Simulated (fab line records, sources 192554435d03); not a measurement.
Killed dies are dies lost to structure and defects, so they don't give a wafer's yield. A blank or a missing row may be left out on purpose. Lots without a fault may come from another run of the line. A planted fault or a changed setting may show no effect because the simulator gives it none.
A struck lot beside a sound one | flow n5_finfet | 21 steps out of a route of 1938
Sound: wafers L281.1, L281.3, L281.6. Struck: wafers L291.4, L291.5, L291.6. The cause comes at the end.
At each step with rows: each side's tool, then ch and its chambers, then its first start. Under that, the readings that differ: sound wafers | struck wafers | difference of the means | sigmas: that difference in standard deviations of wafers without a fault.
alike: readings whose means differ by less than 2 such deviations, and words and numbers that are the same on both sides. not compared: withheld readings, readings that some wafer has no value for, bounds like >300 that may hide the same value, and numbers for which the record gives no deviation and whose values overlap.
The two part at a step that has a row with sigmas, a row that says differs or no value, or rows on one side only. Numbers that don't overlap but have no deviation are shown without sigmas and don't part them. A reading that every wafer of one side lacks parts them only if that side has two wafers or more.

N5_BEOL_M0_ALD_136: deposits TaN, pulse time 2 s, purge time 3 s, co reactant purge time 2 s.
  sound on ald_metal-04 ch 0,2,3, day 8 00:49; struck on ald_metal-03 ch 0,2,3, day 10 09:02
  alike: chamber_pressure_Torr, heater_power_w, precursor_vessel_temp_c
then, 3 steps without rows for these wafers: N5_BEOL_M0_SURFACE_TREAT_137; N5_BEOL_M0_CVD_115 (deposits Co from CCTBA/H2, time 120 s); N5_BEOL_M0_SPUTTER_116 (material Cu, target thk 4 nm, time 7.37 s).
N5_BEOL_M0_ANNEAL_117: time 60 s.
  sound on pvd_sputter-01, day 8 03:19; struck on pvd_sputter-02, day 10 12:34
  alike: heater_power_w
then, 2 steps without rows for these wafers: N5_BEOL_M0_SPUTTER_132 (material Cu, target thk 4 nm, time 7.37 s); N5_BEOL_M0_ANNEAL_133 (time 60 s).
N5_BEOL_M0_SPUTTER_134: material Cu, target thk 4 nm, time 7.37 s.
  sound on pvd_sputter-01, day 8 03:29; struck on pvd_sputter-02, day 10 12:43
  alike: throttle_valve_pct
then, 1 step without rows for these wafers: N5_BEOL_M0_ANNEAL_135 (time 60 s).
N5_BEOL_M0_SPUTTER_141: material Cu, target thk 4 nm, time 7.37 s.
  sound on pvd_sputter-01, day 8 03:36; struck on pvd_sputter-02, day 10 12:50
  alike: throttle_valve_pct
then, 1 step without rows for these wafers: N5_BEOL_M0_ECD_118 (material Cu, target thk 300 nm).
N5_BEOL_M0_ANNEAL_119: time 90 s.
  sound on rtp_anneal-01 ch 0, day 8 03:47; struck on rtp_anneal-01 ch 0, day 10 13:10
  alike: wafer_temp_C_max
N5_BEOL_M0_CMP_120: polishes, stops on SiOC, t overpolish 6.9 s.
  sound on cmp-04 ch 0,1,2, day 8 04:10; struck on cmp-01 ch 0,1,2, day 10 13:27
  alike: barrier_field_endpoint_s, edge_zone_pressure_frac, motor_current_A, overpolish_run_s, retaining_ring_pressure_frac, time_to_endpoint_s
then, 4 steps without rows for these wafers: N5_BEOL_M0_PRE_CLEAN_131 (time 15 s); N5_BEOL_M0_CO_CAP_123 (material Co, precursor CCTBA/H2, target thk 2 nm, time 102.1 s); N5_BEOL_M0_PRE_CLEAN_124 (time 15 s); N5_BEOL_M0_DEP_125 (deposits SiCN from 3MS/NH3, target thk 8 nm, time 14 s).
N5_BEOL_M0_INSPECT_127: inspects for defects (darkfield).
  sound on defect_inspect-02, day 8 04:40; struck on defect_inspect-01, day 10 13:55
  reading          | sound    | struck      | difference | sigmas
  raw_defect_count | 57 62 40 | 338 334 307 | +273       | +14
then, 1 step without rows for these wafers: N5_BEOL_M1_ILD_DEP_00 (deposits SiOC from DEMS/O2, target thk 79 nm, time 15.3 s).
-- the record jumps here: 2 days lie between the struck wafers' starts before and after (it left off in module BEOL_M1 and takes up again in module BEOL_M4, whose first step shown is number 1111 of the route) --
N5_BEOL_M4_RC_MEAS_101:
  sound on prober-01 ch 0, day 10 06:32; struck on prober-01 ch 0, day 12 22:17
  alike: DIBL_N, DIBL_P, IOFF_N, IOFF_P, ION_N, ION_P, SS_N, SS_P, VT_N, VT_P
-- the record jumps here: 4 days lie between the struck wafers' starts before and after (it left off in module BEOL_M4 and takes up again in module PASSIVATION, whose first step shown is number 1936 of the route) --
N5_PASSIVATION_PROBE_49:
  sound on prober-01, day 15 01:19; struck on prober-02, day 17 04:04
  reading                  | sound          | struck         | difference | sigmas
  defect_limited_yield (%) | 92.1 93.4 90.8 | 74.7 76.8 75.4 | -16.5      | -12
  killed_at_M0_to_M3       | 17 18 26       | 241 221 235    | +212       | +19
  killed_dies              | 93 78 108      | 299 274 290    | +195       | +12
  killed_on_rim            | 14 15 9        | 38 38 36       | +25        | +6
  sort_bin_5_function (%)  | 4.9 3.4 5.8    | 15.3 13.1 14.9 | +9.7       | +10
  sort_bin_6_memory (%)    | 2.8 3.1 3.1    | 8.6 8.9 7.8    | +5.4       | +9
  sort_n_pass              | 1087 1046 1072 | 881 906 890    | -176       | -8
  alike: killed_at_M4_up, killed_at_contacts, killed_at_front_end, killed_at_other, killed_open, killed_short, sort_bin_8_speed

WHERE THEY PART
First at N5_BEOL_M0_INSPECT_127; last, within this record, at N5_PASSIVATION_PROBE_49.

WHY: what the simulator had put in
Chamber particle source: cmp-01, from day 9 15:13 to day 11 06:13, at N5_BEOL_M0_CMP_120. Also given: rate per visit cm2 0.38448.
